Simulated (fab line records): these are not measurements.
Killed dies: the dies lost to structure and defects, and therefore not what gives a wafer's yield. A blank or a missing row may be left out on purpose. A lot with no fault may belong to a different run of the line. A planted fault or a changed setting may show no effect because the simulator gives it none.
fab line records | flow n5Finfet
record: lots: 7 wafers: 18 lastDay: 19
route steps=1938 shown MOL_CONTACT_COAG@532 PASSIVATION@1936
lots untouched by any fault: they come from a run of this same line in which no faults occurred
startH: the number of hours between the record's first day and the start of the first shown wafer of the lot | waitH: hours elapsed since this lot's preceding step | " unchanged from the row above | L1.1+2: several wafers, shown together as one row | - no value, or no start given | * or withheld: withheld | < > ~ a bound
route shown NAME@n: names a module that has steps shown in the file, with the first one's number in the route | usual: mean and standard deviation over wafers with no fault | same: alike in all rows | chamber/n: place in a boat | sites: each site's reading | _std_site: their standard deviation | _edge_site: inner sites' mean taken away from outer sites' mean | radiusMm: for every site, how far away it sits from the centre of the wafer | mask NAME#n: copy n | behind: the tool/chamber that last shaped the wafer | hold: what put the lot on hold/how long, in hours/how the hold closed | device: which transistor (n, p or np) failed to switch | end of line: at the end of the route, the tests of the same wafers | a step without rows: its recipe alone | killed: the dies lost at the first sort to structure and to defects; this is not the yield of the wafer | map: dies across one wafer; x = killed, . = not, _ = none there
set.NAME: the setting that was run; set.NAME@STEP: the one run at that earlier step | model.NAME: the simulator's own value behind a step, which no gauge read
certain route steps with their lots: each step a table, each wafer a row
services: when a tool's chamber went out of use (startH, in hours from the record's first day, below 0 if earlier), for how many hours, and the reason
== steps ==
step: N5_MOL_CONTACT_COAG_ETCH_106
recipe: chemistry: N2/H2 target: SOC targetDepthA: 800 overetchA: 160 maskMaterial: SiARC tempC: 40 timeS: 120 ionEnergyEv: 200 pressureMtorr: 30 sourceW: 840 biasW: 150 n2FlowSccm: 200 h2FlowSccm: 200
usual: drypumpMotorCurrentA: 5.6/0.4 oesProductAu: 0.71/0.051 rfVppV: 523.6/2.5 showerheadPlenumPTorr: 2.54/0.095 tempC: 40.00/0.11 throttleValvePct: 17.82/0.21
same: timeS: 120
columns lot.wafer tool chamber startH waitH drypumpMotorCurrentA oesProductAu rfHoursCounterH rfVppV showerheadPlenumPTorr tempC throttleValvePct
L962.3 rieDiel-04 3 111.35 0.0 5.6 0.66 174 525.6 2.64 40.08 17.86
L962.5 " 1 " " 5.8 0.72 - 525.0 2.56 40.05 17.70
L963.3 rieDiel-02 2 117.76 0.0 5.8 0.72 79 527.3 2.70 40.01 17.94
L963.5 " 1 " " 5.2 0.69 - 525.5 2.56 39.99 17.82
L965.3 rieDiel-01 0 133.06 0.0 6.2 0.68 111 521.4 2.43 40.00 17.76
L965.5 " 1 " " 5.8 0.74 - 519.6 2.44 40.03 17.40
L975.1 rieDiel-04 2 189.59 0.0 4.7 0.80 20 524.8 2.63 39.92 18.10
L975.2 " 0 " " 5.6 0.62 244 520.3 2.42 39.98 18.04
L975.3 " 3 " " 5.7 0.65 199 527.1 2.62 39.95 17.91
L976.2 rieDiel-02 2 195.10 0.0 5.8 0.70 105 526.8 2.69 39.79 17.98
L976.5 " 1 " " 5.2 0.68 - 524.2 2.55 39.97 17.85
L976.6 " 2 " " 5.8 0.70 - 528.5 2.69 39.82 17.97
L977.3 rieDiel-04 3 200.43 0.0 5.7 0.64 203 526.0 2.62 40.10 17.89
L977.4 " 0 " " 5.6 0.61 248 518.3 2.42 40.11 18.05
L977.6 " 3 " " 5.7 0.64 - 526.6 2.62 40.03 17.92
L978.2 rieDiel-02 1 208.48 0.0 5.2 0.67 134 523.6 2.55 40.13 17.86
L978.4 " 2 " " 5.8 0.70 110 528.7 2.69 39.94 17.99
L978.6 " 2 " " 5.8 0.70 - 526.2 2.69 40.14 17.98
step: N5_MOL_CONTACT_COAG_STRIP_107
recipe: chemistry: N2/H2 tempC: 40 n2FlowSccm: 200 h2FlowSccm: 200 rfFrequencyHz: 6e+07
step: N5_MOL_CONTACT_COAG_STRIP_108
recipe: chemistry: N2/H2 tempC: 40 n2FlowSccm: 200 h2FlowSccm: 200 rfFrequencyHz: 6e+07
step: N5_MOL_CONTACT_COAG_CONTACT_ETCH_14
recipe: chemistry: C4F6/O2 target: SiO2 targetDepthA: 275 overetchA: 85 maskMaterial: SOC pressureMtorr: 30 sourceW: 370 biasW: 185 Ar_flow_sccm: 300 C4F6_flow_sccm: 16 O2_flow_sccm: 10 timeS: 20 ionEnergyEv: 259.6
usual: O2_flow_sccm: 9.998/0.029 drypumpMotorCurrentA: 5.6/0.4 oes_ar_750_au: 0.79/0.058 oesProductAu: 0.67/0.048 rfVppV: 692/3.1 showerheadPlenumPTorr: 2.87/0.099 throttleValvePct: 21.23/0.18
same: timeS: 20
columns lot.wafer tool chamber startH waitH O2_flow_sccm drypumpMotorCurrentA oes_ar_750_au oesProductAu rfHoursCounterH rfVppV showerheadPlenumPTorr throttleValvePct
L962.3 rieDiel-04 3 111.45 0.0 9.973 5.7 0.75 0.63 174 696 2.97 21.16
L962.5 " 1 " " 10.032 5.8 0.79 0.69 - 693 2.95 21.42
L963.3 rieDiel-02 2 117.86 0.0 10.048 5.8 0.79 0.69 79 697 3.06 21.33
L963.5 " 1 " " 9.993 5.2 0.77 0.66 - 694 2.92 21.32
L965.3 rieDiel-01 0 133.16 0.0 10.016 6.2 0.78 0.65 111 690 2.76 21.24
L965.5 " 1 " " 10.007 5.8 0.81 0.70 - 689 2.82 21.12
L975.1 rieDiel-04 2 189.69 0.0 10.058 4.7 0.92 0.77 20 695 2.95 21.43
L975.2 " 0 " " 9.998 5.6 0.71 0.59 244 688 2.71 21.15
L975.3 " 3 " " 9.979 5.6 0.73 0.61 199 697 2.96 21.19
L976.2 rieDiel-02 2 195.20 0.0 10.026 5.8 0.77 0.67 105 698 3.05 21.37
L976.5 " 1 " " 9.999 5.2 0.75 0.64 - 693 2.91 21.35
L976.6 " 2 " " 10.010 5.8 0.77 0.67 - 698 3.05 21.39
L977.3 rieDiel-04 3 200.53 0.0 10.004 5.7 0.72 0.61 203 696 2.96 21.20
L977.4 " 0 " " 9.995 5.5 0.70 0.59 248 688 2.71 21.15
L977.6 " 3 " " 10.012 5.7 0.72 0.61 - 694 2.96 21.18
L978.2 rieDiel-02 1 208.58 0.0 9.983 5.2 0.74 0.64 134 693 2.91 21.37
L978.4 " 2 " " 10.027 5.8 0.76 0.66 110 698 3.05 21.40
L978.6 " 2 " " 9.980 5.8 0.76 0.66 - 696 3.05 21.37
step: N5_MOL_CONTACT_COAG_STRIP_109
recipe: chemistry: C4F6/O2 resist: SiARC rfFrequencyHz: 6e+07
step: N5_MOL_CONTACT_COAG_ETCH_15
recipe: chemistry: CH3F/O2 target: SiNx targetDepthA: 70 maskMaterial: SOC stopOn: Si:P overEtchFrac: 0.75 ionEnergyEv: 120 pressureMtorr: 30 sourceW: 395 biasW: 73 Ar_flow_sccm: 150 CH3F_flow_sccm: 30 O2_flow_sccm: 20
step: N5_MOL_CONTACT_COAG_ETCH_110
recipe: chemistry: CF4/O2 target: Si targetDepthA: 25 timeS: 8 pressureMtorr: 100 sourceW: 200 biasW: 12 ionEnergyEv: 60 Ar_flow_sccm: 100 cf4FlowSccm: 100 O2_flow_sccm: 10
usual: O2_flow_sccm: 10.00/0.033 drypumpMotorCurrentA: 5.6/0.4 oes_ar_750_au: 0.79/0.062 oesProductAu: 0.79/0.061 rfVppV: 127/4.9 showerheadPlenumPTorr: 2.22/0.073 throttleValvePct: 10.70/0.17
same: timeS: 8
columns lot.wafer tool chamber startH waitH O2_flow_sccm drypumpMotorCurrentA oes_ar_750_au oesProductAu rfHoursCounterH rfVppV showerheadPlenumPTorr throttleValvePct
L962.3 rieDiel-04 3 111.55 0.0 10.04 5.6 0.73 0.73 174 128 2.31 10.86
L962.5 " 1 " " 10.03 5.8 0.79 0.78 - 132 2.26 10.64
L963.3 rieDiel-02 2 117.95 0.0 10.05 5.8 0.80 0.77 79 125 2.36 10.58
L963.5 " 1 " " 10.04 5.2 0.79 0.79 - 130 2.23 10.59
L965.3 rieDiel-01 0 133.26 0.0 10.00 6.2 0.76 0.78 111 119 2.15 10.81
L965.5 " 1 " " 10.02 5.7 0.81 0.82 - 130 2.17 10.54
L975.1 rieDiel-04 2 189.79 0.0 10.03 4.8 0.93 0.92 20 120 2.27 10.63
L975.2 " 0 " " 9.98 5.6 0.71 0.70 244 127 2.09 10.91
L975.3 " 3 " " 10.00 5.7 0.72 0.72 199 128 2.30 10.94
L976.2 rieDiel-02 2 195.29 0.0 10.02 5.8 0.76 0.74 105 124 2.35 10.64
L976.5 " 1 " " 9.98 5.2 0.76 0.76 - 131 2.22 10.66
L976.6 " 2 " " 9.99 5.8 0.77 0.75 - 124 2.35 10.66
L977.3 rieDiel-04 3 200.63 0.0 10.04 5.6 0.70 0.72 203 127 2.30 10.95
L977.4 " 0 " " 9.98 5.6 0.71 0.70 248 126 2.09 10.93
L977.6 " 3 " " 10.01 5.7 0.71 0.71 - 129 2.30 10.96
L978.2 rieDiel-02 1 208.67 0.0 10.03 5.2 0.76 0.76 134 130 2.22 10.66
L978.4 " 2 " " 9.98 5.8 0.76 0.75 110 125 2.35 10.65
L978.6 " 2 " " 10.00 5.8 0.76 0.74 - 124 2.35 10.67
step: N5_MOL_CONTACT_COAG_STRIP_98
recipe: chemistry: N2/H2 powerW: 500 tempC: 40 pressureMtorr: 50 rfFrequencyHz: 6e+07 overashFraction: 0.3 biasPowerW: 8 h2Frac: 0.5 n2FlowSccm: 300 h2FlowSccm: 300
usual: drypumpMotorCurrentA: 5.6/0.4 oesProductAu: 0.79/0.062 rfVppV: 54.3/1.5 showerheadPlenumPTorr: 3.35/0.12 tempC: 39.98/0.12 throttleValvePct: 19.0/0.33
columns lot.wafer tool chamber startH waitH drypumpMotorCurrentA oesProductAu rfHoursCounterH rfVppV showerheadPlenumPTorr tempC throttleValvePct
L962.3 rieDiel-04 3 111.60 0.0 5.7 0.72 174 53.9 3.48 40.05 19.4
L962.5 " 1 " " 5.8 0.80 - 55.9 3.38 39.94 18.7
L963.3 rieDiel-02 2 118.00 0.0 5.8 0.80 79 56.3 3.56 39.92 19.2
L963.5 " 1 " " 5.2 0.78 - 53.1 3.38 40.15 19.0
L965.3 rieDiel-01 0 133.30 0.0 6.3 0.77 111 52.6 3.21 39.83 18.8
L965.5 " 1 " " 5.8 0.79 - 52.7 3.23 39.87 18.5
L975.1 rieDiel-04 2 189.84 0.0 4.8 0.91 20 52.8 3.47 40.06 19.4
L975.2 " 0 " " 5.6 0.69 244 51.9 3.20 40.06 19.4
L975.3 " 3 " " 5.7 0.71 199 55.8 3.46 39.94 19.4
L976.2 rieDiel-02 2 195.34 0.0 5.8 0.77 105 54.6 3.55 40.18 19.3
L976.5 " 2 " " 5.8 0.78 - 53.4 3.55 40.10 19.2
L976.6 " 3 " " 4.9 0.83 - 56.6 3.45 39.91 19.0
L977.3 rieDiel-04 3 200.68 0.0 5.7 0.70 203 55.4 3.46 40.00 19.5
L977.4 " 0 " " 5.6 0.67 248 56.2 3.20 40.12 19.4
L977.6 " 3 " " 5.6 0.71 - 53.9 3.46 39.72 19.5
L978.2 rieDiel-02 1 208.72 0.0 5.2 0.74 134 55.0 3.36 39.87 19.1
L978.4 " 2 " " 5.8 0.77 110 53.0 3.55 39.97 19.3
L978.6 " 2 " " 5.8 0.78 - 53.4 3.54 39.83 19.2
step: N5_MOL_CONTACT_COAG_CD_MEAS_99
recipe: targetCdNm: 17.2 polarity: opening
usual: cdNm: 17.4/0.45
columns lot.wafer tool chamber startH waitH cdNm
L962.3 cdSem-01 - 111.67 - 17.6
L962.5 " - " " 17.8
L963.3 cdSem-03 - 118.08 - 17.7
L963.5 " - " " 17.6
L965.3 cdSem-01 - 133.38 - 17.9
L965.5 " - " " 17.7
L975.1 cdSem-01 - 189.91 - 18.5
L975.2 " - " " 17.5
L975.3 " - " " 17.4
L976.2 cdSem-03 - 195.41 - 17.6
L976.5 " - " " 17.4
L976.6 " - " " 17.3
L977.3 cdSem-01 - 200.75 - 18.2
L977.4 " - " " 17.4
L977.6 " - " " 17.2
L978.2 cdSem-02 - 208.79 - 17.4
L978.4 " - " " 17.2
L978.6 " - " " 17.4
step: N5_MOL_CONTACT_COAG_IMPLANT_129
recipe: species: Ge energyKev: 3 doseCm2: 6e+14 tiltDeg: 0 rotationDeg: 0
step: N5_MOL_CONTACT_COAG_PRECLEAN_111
recipe: chemistry: NF3:NH3 afsCycles: 1 tempC: 30 timeS: 20 sublimationTempC: 180 sublimationTimeS: 60 pressureTorr: 3 rfPowerW: 30
step: N5_MOL_CONTACT_COAG_TI_SIL_19
recipe: material: Ti targetThkA: 42 tempC: 200 chamberPressurePa: 5 powerW: 5000 timeS: 15
usual: throttleValvePct: 30.1/0.91
same: timeS: 15
columns lot.wafer tool chamber startH waitH throttleValvePct
L962.3 pvdSputter-01 - 112.15 0.1 30.4
L962.5 " - " " 29.9
L963.3 pvdSputter-01 - 120.27 0.2 31.1
L963.5 " - " " 30.7
L965.3 pvdSputter-03 - 134.06 0.1 31.3
L965.5 " - " " 30.3
L975.1 pvdSputter-03 - 190.51 0.2 30.2
L975.2 " - " " 30.7
L975.3 " - " " 30.7
L976.2 pvdSputter-03 - 196.43 0.7 30.3
L976.5 " - " " 30.2
L976.6 " - " " 30.6
L977.3 pvdSputter-02 - 201.91 0.2 30.9
L977.4 " - " " 30.4
L977.6 " - " " 28.4
L978.2 pvdSputter-02 - 209.83 0.2 29.8
L978.4 " - " " 28.3
L978.6 " - " " 29.9
step: N5_MOL_CONTACT_COAG_ALD_20
recipe: material: TiN targetThkA: 15 tempC: 400 aldPrecursorFamily: TiCl4 aldCoReactant: NH3 pulseTimeS: 1 purgeTimeS: 3 coReactantPurgeTimeS: 2 coReactantPulseTimeS: 2 aldCycles: 68 pressureTorr: 3
usual: coReactantPulseTimeS: 2/0 heaterPowerW: 885/140 precursorPulseHeightRel: 0.999/0.019
same: purgeTimeS: 3
columns lot.wafer tool chamber startH waitH coReactantPulseTimeS heaterPowerW precursorPulseHeightRel
L962.3 aldMetal-01 2 112.27 0.1 2 866 0.961
L962.5 " 2 " " 2.1278 877 0.990
L963.3 aldMetal-01 0 120.39 0.1 2 815 0.997
L963.5 " 2 " " 2.1278 870 0.994
L965.3 aldMetal-01 3 134.18 0.1 2 1216 0.988
L965.5 " 0 " " 2.1278 825 1.025
L975.1 aldMetal-03 3 190.63 0.1 2 936 1.013
L975.2 " 0 " " 2 885 0.986
L975.3 " 2 " " 2 798 1.015
L976.2 aldMetal-01 1 196.55 0.1 2 754 0.978
L976.5 " 1 " " 2 762 0.985
L976.6 " 0 " " 2 815 0.987
L977.3 aldMetal-01 2 202.03 0.1 2 880 0.966
L977.4 " 1 " " 2 753 1.013
L977.6 " 2 " " 2 872 1.011
L978.2 aldMetal-04 2 209.95 0.1 2 1050 1.024
L978.4 " 3 " " 2 731 1.027
L978.6 " 0 " " 2 945 1.001
step: N5_MOL_CONTACT_COAG_SIL_ANNEAL_21
recipe: tempC: 550 timeS: 60 ambient: N2
step: N5_PASSIVATION_PROBE_49
usual: killed_at_M0_to_M3: 34/11 killed_at_M4_up: 14/5.6 killedAtContacts: 13/5.9 killedAtFrontEnd: 40/11 killedAtOther: 4/3.1 killedDies: 105/16 killedOnRim: 14/4.2 killedOpen: 68/11 killedShort: 34/8.4
same: grossDies: 1180 killedAtBackSide: 0
columns lot.wafer tool chamber startH waitH killed_at_M0_to_M3 killed_at_M4_up killedAtContacts killedAtFrontEnd killedAtOther killedDies killedOnRim killedOpen killedShort
L962.3 prober-02 - 299.62 0.1 25 3 12 30 3 73 9 49 24
L962.5 prober-02 - 299.72 0.2 28 17 13 24 2 84 14 51 26
L965.3 prober-02 - 320.27 0.1 38 16 20 43 2 119 20 86 19
L965.5 prober-02 - 320.37 0.2 41 17 16 41 5 120 13 88 28
L963.5 prober-01 - 325.32 0.2 38 19 12 79 1 149 21 88 50
L975.1 prober-01 - 402.73 0.0 33 15 13 38 4 103 12 74 28
L975.2 prober-01 - 402.78 0.1 26 6 10 25 10 77 15 45 32
L975.3 prober-01 - 402.83 0.1 33 16 5 38 7 99 17 64 35
L976.2 prober-02 - 464.43 0.1 35 18 10 41 5 109 16 71 33
L976.5 prober-02 - 464.58 0.2 38 15 4 48 3 108 12 76 32
L976.6 prober-02 - 464.63 0.3 42 15 7 42 2 108 13 72 31
killed by level:class
L962.3 FIN_SAQP:geometricParticle:open=10 MOL_CONTACT_COAG:geometricParticle:open=8 BEOL_M3:geometricParticle:open=7 BEOL_M1:geometricParticle:open=5 FIN_SAQP:geometricParticle:short=4 MOL_CONTACT_COAG:geometricParticle:short=4 BEOL_M0:geometricParticle:short=3 BEOL_M0:geometricParticle:open=3
L962.5 MOL_CONTACT_COAG:geometricParticle:open=11 BEOL_M3:geometricParticle:open=9 GATE_CUT:geometricParticle:short=7 BEOL_M0_SAQP:geometricParticle:open=4 BEOL_M0:geometricParticle:open=4 BEOL_M2:geometricParticle:open=4 STI_FIN_REVEAL:geometricParticle:open=3 BEOL_M4:geometricParticle:short=3
L965.3 MOL_CONTACT_COAG:geometricParticle:open=19 BEOL_M0_SAQP:geometricParticle:open=14 HKMG_FIN:areaEtch=11 STI_FIN_REVEAL:geometricParticle:open=10 BEOL_M0_SAQP:geometricParticle:short=7 BEOL_M4:geometricParticle:open=7 FIN_SAQP:geometricParticle:open=6 BEOL_M2:geometricParticle:open=5
L965.5 MOL_CONTACT_COAG:geometricParticle:open=12 STI_FIN_REVEAL:geometricParticle:open=11 BEOL_M2:geometricParticle:open=9 FIN_SAQP:geometricParticle:open=8 BEOL_M3:geometricParticle:open=8 BEOL_M4:geometricParticle:open=7 BEOL_M0:geometricParticle:open=7 BEOL_M0_SAQP:geometricParticle:short=5
L963.5 STI_FIN_REVEAL:geometricParticle:open=25 FIN_SAQP:geometricParticle:short=15 BEOL_M2:geometricParticle:open=12 BEOL_M0_SAQP:geometricParticle:open=11 HKMG_FIN:areaEtch=10 DUMMY_GATE:geometricParticle:open=7 MOL_CONTACT_COAG:geometricParticle:open=7 FIN_SAQP:geometricParticle:open=6
L975.1 FIN_SAQP:geometricParticle:open=12 MOL_CONTACT_COAG:geometricParticle:open=11 BEOL_M0_SAQP:geometricParticle:open=11 FIN_SAQP:geometricParticle:short=6 BEOL_M0_SAQP:geometricParticle:short=6 BEOL_M1:geometricParticle:open=6 BEOL_M7:geometricParticle:open=5 DUMMY_GATE:geometricParticle:open=4
L975.2 BEOL_M0_SAQP:geometricParticle:short=9 MOL_CONTACT_COAG:geometricParticle:open=8 BEOL_M0_SAQP:geometricParticle:open=8 FIN_SAQP:geometricParticle:short=7 FIN_SAQP:geometricParticle:open=6 BEOL_M3:geometricParticle:open=5 MIM_TOP_ETCH:geometricParticle:short=4 DUMMY_GATE:geometricParticle:open=4
L975.3 FIN_SAQP:geometricParticle:short=16 BEOL_M0_SAQP:geometricParticle:open=9 BEOL_M1:geometricParticle:open=9 FIN_SAQP:geometricParticle:open=7 BEOL_M0_SAQP:geometricParticle:short=7 BEOL_M4:geometricParticle:open=6 BEOL_M7:geometricParticle:open=6 MOL_CONTACT_COAG:geometricParticle:open=5
L976.2 BEOL_M2:geometricParticle:open=9 BEOL_M3:geometricParticle:open=9 FIN_SAQP:geometricParticle:open=8 MOL_CONTACT_COAG:geometricParticle:open=8 BEOL_M4:geometricParticle:open=6 DUMMY_GATE:geometricParticle:open=5 ILD0:geometricParticle:short=5 BEOL_M2:geometricParticle:short=5
L976.5 BEOL_M3:geometricParticle:open=12 STI_FIN_REVEAL:geometricParticle:open=10 FIN_SAQP:geometricParticle:open=9 DUMMY_GATE:geometricParticle:open=7 BEOL_M0_SAQP:geometricParticle:open=7 BEOL_M4:geometricParticle:open=6 BEOL_M0_SAQP:geometricParticle:short=5 STARTING-WAFER:geometricParticle:open=5
L976.6 BEOL_M0_SAQP:geometricParticle:open=11 FIN_SAQP:geometricParticle:open=9 BEOL_M3:geometricParticle:open=8 ILD0:geometricParticle:open=7 STI_FIN_REVEAL:geometricParticle:open=6 MOL_CONTACT_COAG:geometricParticle:open=6 BEOL_M0_SAQP:geometricParticle:short=6 FIN_SAQP:geometricParticle:short=5
== services ==
columns tool chamber startH hours kind
rieDiel-01 3 89.17 31.4 repair
aldMetal-03 - 96.98 0.6 repair
rieDiel-04 2 100.77 - clean
rieDiel-04 2 100.77 - consumableReplace:focusRing
rieDiel-04 2 100.77 24.5 scheduledDown
rieDiel-04 2 100.77 24.5 ventCycle
rieDiel-01 - 116.22 0.3 repair
rieDiel-04 - 134.04 2.8 pm
pvdSputter-03 - 138.10 13.5 repair
aldMetal-01 2 150.83 5.3 repair
pvdSputter-02 - 177.90 0.7 repair
rieDiel-02 2 180.71 1.5 repair
rieDiel-02 3 182.82 5.4 repair
rieDiel-04 0 204.10 - clean
rieDiel-04 0 204.10 - consumableReplace:focusRing
rieDiel-04 0 204.10 - consumableReplace:showerhead
rieDiel-04 0 204.10 12.5 scheduledDown
rieDiel-04 0 204.10 12.5 ventCycle
aldMetal-04 - 205.36 2.8 pm
rieDiel-01 - 205.96 2.7 repair
== key ==
firstSign: step: N5_MOL_CONTACT_COAG_ALD_20 reading: coReactantPulseTimeS direction: up sigmas: 99+ usual: * struck: *
effect none on later readings
metAt N5_MOL_CONTACT_COAG_ALD_20
struckWafers L962.5,L963.5,L965.5
testerLeftOut L962,L963,L965
baselineLoss: step: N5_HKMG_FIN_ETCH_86 wafers: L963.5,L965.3
fault: kind: processParameterDrift tool: aldMetal-01 chamber: - onsetH: 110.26 steps: N5_MOL_CONTACT_COAG_ALD_20 channel: coReactantPulseTimeS offset: * shape: step endH: 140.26 scope: struckWafersOnly actsIn: * stated: *
testerLeftOut: of these lots the tester's yield and bins aren't shown, on N5 and GAA mostly nor the transistor test; their killed dies are dies lost to structure and defects alone, not to doping, threshold or leakage, so they don't give the yield
baselineLoss: these wafers lose ten dies or more at that step, a loss of the line's own and not of a fault; the sort's usual values leave them out
